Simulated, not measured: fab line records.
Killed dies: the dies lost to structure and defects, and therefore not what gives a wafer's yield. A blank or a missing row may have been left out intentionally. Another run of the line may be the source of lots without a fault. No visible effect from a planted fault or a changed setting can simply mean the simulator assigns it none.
Split-lot experiment :: flow n5 finfet :: 21 wafers read across 7 lots, on a route 1938 steps long

== SPLIT DETAILS ==
At N5_PASSIVATION_EXPOSE_07 (exposes mask TV, defocus 0 nm, target cd 3000 nm), the setting dose mj was moved away from the recipe's 22.75 on 8 of the 21 wafers read, by -7.2% to +7.5%. This setting was run at the recipe's value on the other wafers.

== FROM THE SPLIT TO THE READING: what the file shows between them, 3 steps ==
- N5_PASSIVATION_PEB_08
- N5_PASSIVATION_DEVELOP_09: develop time 60 s
- N5_PASSIVATION_HARDBAKE_11: time 120 s

== THE READING ==
At N5_PASSIVATION_CD_MEAS_10: cd nm in nanometres, against a target cd of 3000 nm. On this fab line, fault-free wafers typically give 2999.8 nm with a standard deviation of 1.5 nm.

wafer: L075.1
tool, chamber at the split: krf scanner-02, 0
dose mj as run: 22.75
against the recipe: recipe
cd nm, nm: 2998.1
against lot-mates on the recipe: -

wafer: L075.3
tool, chamber at the split: krf scanner-02, 0
dose mj as run: 21.21
against the recipe: -6.8%
cd nm, nm: 2983.3
against lot-mates on the recipe: -14.0

wafer: L075.4
tool, chamber at the split: krf scanner-02, 0
dose mj as run: 22.75
against the recipe: recipe
cd nm, nm: 2996.6
against lot-mates on the recipe: -

wafer: L077.1
tool, chamber at the split: krf scanner-02, 0
dose mj as run: 23.58
against the recipe: +3.6%
cd nm, nm: 3007.2
against lot-mates on the recipe: +6.3

wafer: L077.2
tool, chamber at the split: krf scanner-02, 0
dose mj as run: 23.58
against the recipe: +3.6%
cd nm, nm: 3008.0
against lot-mates on the recipe: +7.1

wafer: L077.6
tool, chamber at the split: krf scanner-02, 0
dose mj as run: 22.75
against the recipe: recipe
cd nm, nm: 3000.9
against lot-mates on the recipe: -

wafer: L083.3
tool, chamber at the split: krf scanner-01, 0
dose mj as run: 22.75
against the recipe: recipe
cd nm, nm: 2999.7
against lot-mates on the recipe: -

wafer: L083.4
tool, chamber at the split: krf scanner-01, 0
dose mj as run: 22.75
against the recipe: recipe
cd nm, nm: 2999.8
against lot-mates on the recipe: -

wafer: L083.6
tool, chamber at the split: krf scanner-01, 0
dose mj as run: 24.45
against the recipe: +7.5%
cd nm, nm: 3013.4
against lot-mates on the recipe: +13.7

wafer: L090.1
tool, chamber at the split: krf scanner-01, 0
dose mj as run: 22.75
against the recipe: recipe
cd nm, nm: 2999.3
against lot-mates on the recipe: -

wafer: L090.4
tool, chamber at the split: krf scanner-01, 0
dose mj as run: 24.15
against the recipe: +6.2%
cd nm, nm: 3013.2
against lot-mates on the recipe: +13.9

wafer: L090.5
tool, chamber at the split: krf scanner-01, 0
dose mj as run: 24.15
against the recipe: +6.2%
cd nm, nm: 3010.7
against lot-mates on the recipe: +11.4

wafer: L091.1
tool, chamber at the split: krf scanner-01, 0
dose mj as run: 22.14
against the recipe: -2.7%
cd nm, nm: 2994.8
against lot-mates on the recipe: -6.3

wafer: L091.4
tool, chamber at the split: krf scanner-01, 0
dose mj as run: 22.75
against the recipe: recipe
cd nm, nm: 3001.1
against lot-mates on the recipe: -

wafer: L091.5
tool, chamber at the split: krf scanner-01, 0
dose mj as run: 22.75
against the recipe: recipe
cd nm, nm: 3001.2
against lot-mates on the recipe: -

wafer: L094.3
tool, chamber at the split: krf scanner-02, 0
dose mj as run: 22.75
against the recipe: recipe
cd nm, nm: 2999.3
against lot-mates on the recipe: -

wafer: L094.5
tool, chamber at the split: krf scanner-02, 0
dose mj as run: 22.75
against the recipe: recipe
cd nm, nm: 2999.3
against lot-mates on the recipe: -

wafer: L094.6
tool, chamber at the split: krf scanner-02, 0
dose mj as run: 22.75
against the recipe: recipe
cd nm, nm: 2999.5
against lot-mates on the recipe: -

wafer: L095.2
tool, chamber at the split: krf scanner-02, 0
dose mj as run: 21.11
against the recipe: -7.2%
cd nm, nm: 2981.8
against lot-mates on the recipe: -14.9

wafer: L095.4
tool, chamber at the split: krf scanner-02, 0
dose mj as run: 22.75
against the recipe: recipe
cd nm, nm: 2996.7
against lot-mates on the recipe: -

wafer: L095.6
tool, chamber at the split: krf scanner-02, 0
dose mj as run: 22.75
against the recipe: recipe
cd nm, nm: 2996.8
against lot-mates on the recipe: -

THE FIT
A straight line over all 21 wafers: cd nm changes by +2.17 nm for each +1% of dose mj; r = +0.98; the points scatter about the line by 1.5 nm.
The same after taking each lot's own level away (the mean of its wafers on the recipe; 21 wafers): +2.01 nm for each +1%; r = +1.00; scatter 0.65 nm.
On that fit, the largest move of dose mj shifts the reading by 15 nm.
The lots' own levels span 2996.75 to 3001.15 nm, that is 2.9 times the standard deviation above.
The two slopes agree, so the slope changes little with the lot-to-lot level.
Check: for one of the wafers moved furthest among these (+7.5%), held out of the fit, the line's prediction against its lot-mates is +15.2 nm. Against them it came out at +13.7 nm.

== OTHER SPLITS ON THESE WAFERS ==
These wafers also went through other splits before the reading. Each is held against what the fit with the lots' levels taken away leaves over:
other split on the same wafers: N5_BEOL_M14_TRENCH_ETCH_34 bias w
wafers away from the commonest value: 7
r with cd nm (lot level and that fit taken away): -0.08

other split on the same wafers: N5_BEOL_M14_DEP_53 time s
wafers away from the commonest value: 6
r with cd nm (lot level and that fit taken away): +0.22

other split on the same wafers: N5_BEOL_M15_ILD_DEP_00 time s
wafers away from the commonest value: 6
r with cd nm (lot level and that fit taken away): +0.25

other split on the same wafers: N5_PASSIVATION_PECVD_01 time s
wafers away from the commonest value: 4
r with cd nm (lot level and that fit taken away): +0.30

== THE WHOLE CHAIN: every reading that the file lists as answering this split, in the file's order ==
step: N5_PASSIVATION_CD_MEAS_10
what it does: target cd 3000 nm
reading: cd nm
change (the file's fit): +2 nm for each +1% of the setting
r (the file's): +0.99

step: N5_PASSIVATION_DESCUM_12
what it does: chemistry O2, time 7.9 s
reading: TV_LITHO.cd nm (the simulator's own value, which no gauge read)
change (the file's fit): +1.96 nm for each +1% of the setting
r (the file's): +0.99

== THE FILE'S OWN FIT ==
cd nm changes by +2 nm for each +1% of dose mj, r = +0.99.
